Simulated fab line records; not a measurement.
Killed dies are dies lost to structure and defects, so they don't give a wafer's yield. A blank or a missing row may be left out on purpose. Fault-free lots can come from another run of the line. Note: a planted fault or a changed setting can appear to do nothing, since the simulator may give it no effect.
Which tool is to blame?    flow nand_harc    Sampling: 14 lots, 42 wafers, 6 of 1302 route steps

## WHAT THE GAUGES READ, wafer by wafer
NHARC_A_M0_THK_MEAS_24: measures by xrf.
lot   measured      on             thk_nm (nm)
L847  day 23 09:02  film_metro-02  114.4 114.1 117.8
L850  day 23 19:41  film_metro-02  113.6 117.4 113.0
L851  day 24 02:39  film_metro-02  112.3 113.4 111.8
L852  day 24 02:45  film_metro-01  110.2 112.5 111.8
L849  day 24 07:31  film_metro-02  112.7 112.3 112.7
L853  day 25 00:15  film_metro-02  113.3 110.8 114.0
L855  day 26 06:20  film_metro-01  111.3 112.6 111.4
L856  day 26 19:02  film_metro-01  28.8 29.6 31.2
L857  day 27 20:44  film_metro-01  28.5 28.4 29.5
L859  day 27 23:29  film_metro-02  113.4 115.7 111.8
L866  day 31 00:51  film_metro-02  113.8 115.1 115.0
L868  day 31 06:49  film_metro-01  113.4 113.9 112.5
L867  day 31 07:58  film_metro-02  115.7 116.6 112.1
L869  day 31 19:14  film_metro-02  114.5 115.1 113.7

NHARC_A_M0_INSPECT_27.
lot   measured      on                 raw_defect_count
L847  day 23 09:12  defect_inspect-02  707 1228 1074
L850  day 23 19:50  defect_inspect-02  648 1036 459
L851  day 24 02:49  defect_inspect-01  632 465 628
L852  day 24 02:55  defect_inspect-02  625 662 526
L849  day 24 07:40  defect_inspect-01  683 722 615
L853  day 25 00:25  defect_inspect-01  574 585 1078
L855  day 26 06:29  defect_inspect-02  770 673 750
L856  day 26 19:11  defect_inspect-02  479 530 666
L857  day 27 20:53  defect_inspect-02  423 572 836
L859  day 27 23:39  defect_inspect-02  370 372 353
L866  day 31 01:01  defect_inspect-02  658 507 561
L868  day 31 06:58  defect_inspect-02  856 596 632
L867  day 31 08:07  defect_inspect-01  371 441 407
L869  day 31 19:23  defect_inspect-01  449 586 507

## TOOL THAT RAN EACH LOT (tool first, then ch and the chambers of the sampled wafers, then the start)
lot   NHARC_A_BLC_CMP_25             NHARC_A_M0_DEGAS_28           NHARC_A_M0_ECD_22               NHARC_A_M0_CMP_23
L847  cmp-01 ch 0,2, day 23 05:22    pvd_sputter-01, day 23 07:38  ecd_cu-02 ch 0,1, day 23 08:06  cmp-02 ch 1,2,3, day 23 08:45
L850  cmp-02 ch 1,2,3, day 23 15:55  pvd_sputter-03, day 23 18:16  ecd_cu-02 ch 0,1, day 23 18:41  cmp-03 ch 1,2,3, day 23 19:25
L851  cmp-01 ch 1,2, day 23 22:24    pvd_sputter-03, day 24 01:16  ecd_cu-01 ch 0,1, day 24 01:37  cmp-04 ch 0,2,3, day 24 02:25
L852  cmp-02 ch 1,2, day 23 22:56    pvd_sputter-02, day 24 01:21  ecd_cu-02 ch 0,1, day 24 01:43  cmp-02 ch 0,1, day 24 02:26
L849  cmp-04 ch 0,1,3, day 24 03:27  pvd_sputter-01, day 24 06:07  ecd_cu-01 ch 0,1, day 24 06:28  cmp-03 ch 0,2,3, day 24 07:11
L853  cmp-01 ch 0,1, day 24 19:58    pvd_sputter-03, day 24 22:50  ecd_cu-02 ch 0,1, day 24 23:16  cmp-02 ch 1,3, day 24 23:56
L855  cmp-01 ch 0,2,3, day 26 02:32  pvd_sputter-03, day 26 04:57  ecd_cu-02 ch 0,1, day 26 05:19  cmp-04 ch 0,2,3, day 26 06:01
L856  cmp-04 ch 0,1,2, day 26 15:17  pvd_sputter-02, day 26 17:40  ecd_cu-02 ch 0,1, day 26 18:05  cmp-02 ch 1,2,3, day 26 18:46
L857  cmp-01 ch 0,2,3, day 27 16:55  pvd_sputter-03, day 27 19:19  ecd_cu-02 ch 0,1, day 27 19:49  cmp-04 ch 0,3, day 27 20:25
L859  cmp-02 ch 0,1,2, day 27 19:24  pvd_sputter-03, day 27 21:50  ecd_cu-01 ch 0,1, day 27 22:36  cmp-03 ch 0,1,2, day 27 23:16
L866  cmp-02 ch 0,2,3, day 30 21:00  pvd_sputter-02, day 30 23:23  ecd_cu-02 ch 0,1, day 30 23:45  cmp-03 ch 0,2,3, day 31 00:32
L868  cmp-02 ch 0,1,3, day 31 02:37  pvd_sputter-02, day 31 05:25  ecd_cu-01 ch 0,1, day 31 05:46  cmp-04 ch 1,2,3, day 31 06:29
L867  cmp-04 ch 0,1,3, day 31 04:20  pvd_sputter-01, day 31 06:34  ecd_cu-01 ch 1, day 31 06:56    cmp-04 ch 0,1,2, day 31 07:43
L869  cmp-02 ch 0,1,2, day 31 15:24  pvd_sputter-01, day 31 17:48  ecd_cu-02 ch 0,1, day 31 18:11  cmp-02 ch 0,1,2, day 31 18:56
- NHARC_A_BLC_CMP_25: polishes, t overpolish 30 s, target thk 150 nm.
- NHARC_A_M0_DEGAS_28: time 60 s.
- NHARC_A_M0_ECD_22: material Cu, target thk 400 nm.
- NHARC_A_M0_CMP_23: polishes, t overpolish 20 s, target thk 113.75 nm.

## WHAT THE TOOLS THEMSELVES READ (means of the sampled wafers that have a number; where no wafer has one, the mark that the record gives instead)
NHARC_A_BLC_CMP_25.
lot   tool    motor_current_A (A)  overpolish_run_s (s)  slurry_filter_dp_kPa (kPa)  time_to_endpoint_s (s)
L847  cmp-01  11.7                 30.011                13.51                       30.0
L850  cmp-02  11.8                 30.005                13.58                       31.6
L851  cmp-01  13.6                 29.999                13.54                       28.0
L852  cmp-02  12.4                 29.996                13.54                       29.8
L849  cmp-04  11.4                 29.999                13.51                       29.8
L853  cmp-01  12.7                 29.998                13.50                       31.0
L855  cmp-01  12.5                 30.010                13.52                       32.4
L856  cmp-04  11.3                 30.004                13.40                       28.0
L857  cmp-01  12.5                 30.005                13.46                       32.3
L859  cmp-02  11.1                 30.007                13.48                       31.9
L866  cmp-02  11.9                 30.001                13.61                       28.0
L868  cmp-02  11.1                 30.012                13.57                       26.3
L867  cmp-04  11.4                 29.998                13.44                       32.9
L869  cmp-02  11.5                 30.001                13.50                       32.1

NHARC_A_M0_DEGAS_28.
lot   tool            heater_power_w (W)
L847  pvd_sputter-01  397
L850  pvd_sputter-03  342
L851  pvd_sputter-03  334
L852  pvd_sputter-02  316
L849  pvd_sputter-01  383
L853  pvd_sputter-03  347
L855  pvd_sputter-03  334
L856  pvd_sputter-02  347
L857  pvd_sputter-03  331
L859  pvd_sputter-03  341
L866  pvd_sputter-02  353
L868  pvd_sputter-02  339
L867  pvd_sputter-01  395
L869  pvd_sputter-01  369

NHARC_A_M0_ECD_22.
lot   tool       bath_heat_duty_pct (%)  bath_temp_c (C)
L847  ecd_cu-02  6.1                     24.98
L850  ecd_cu-02  5.5                     25.06
L851  ecd_cu-01  5.2                     24.98
L852  ecd_cu-02  6.9                     24.95
L849  ecd_cu-01  5.7                     25.02
L853  ecd_cu-02  6.4                     24.95
L855  ecd_cu-02  6.1                     24.96
L856  ecd_cu-02  -                       -
L857  ecd_cu-02  -                       -
L859  ecd_cu-01  5.5                     24.98
L866  ecd_cu-02  5.8                     24.92
L868  ecd_cu-01  5.5                     24.90
L867  ecd_cu-01  5.6                     24.97
L869  ecd_cu-02  5.6                     24.99

NHARC_A_M0_CMP_23.
lot   tool    motor_current_A (A)  slurry_filter_dp_kPa (kPa)  time_to_endpoint_s (s)
L847  cmp-02  12.1                 13.58                       27.1
L850  cmp-03  11.3                 13.58                       28.7
L851  cmp-04  11.6                 13.34                       29.8
L852  cmp-02  10.9                 13.53                       28.4
L849  cmp-03  11.9                 13.54                       29.5
L853  cmp-02  12.0                 13.56                       26.7
L855  cmp-04  11.7                 13.47                       25.7
L856  cmp-02  12.0                 13.43                       0.9
L857  cmp-04  12.1                 13.62                       0.6
L859  cmp-03  11.5                 13.54                       28.0
L866  cmp-03  11.8                 13.55                       28.9
L868  cmp-04  9.9                  13.35                       29.4
L867  cmp-04  11.4                 13.51                       29.8
L869  cmp-02  11.3                 13.39                       30.9

## THE ANSWER, worked out from the rows above alone
Rule: the usual values come from the lots themselves. The widest of any qualifying gaps counts: lots, ordered by their means at a reading, are off when they make up no more than a third of the lots, leave a main group of 4 or more, and stand apart from it by 3 or more times the standard deviation of that group's means. The tables above print the reading to a certain number of digits; a main group whose means all agree to those digits is not used. A lot without any number at a reading at which 4 lots or more have one is off too. The other lots that the step has rows for count as sound. First the gauges in route order, then the tools' own readings, where a lot's mean is used as printed above. At the first step where some lot is off, the reading lying furthest off is the one used; lots without a number count as furthest.
Off at NHARC_A_M0_THK_MEAS_24 (thk_nm): L856, L857. Mean 113.5 nm and standard deviation 1.2 in the main group.
If a tool, at a process step before that reading, ran all the lots that are off and no sound lot after the first of them, it fits. The gauges at NHARC_A_M0_THK_MEAS_24 aren't tried: what is off there is off at NHARC_A_M0_ECD_22 too, on other tools, and a gauge's error can't cause that. Of those tried, none fits.

## WHAT THE SIMULATOR HAD INSERTED
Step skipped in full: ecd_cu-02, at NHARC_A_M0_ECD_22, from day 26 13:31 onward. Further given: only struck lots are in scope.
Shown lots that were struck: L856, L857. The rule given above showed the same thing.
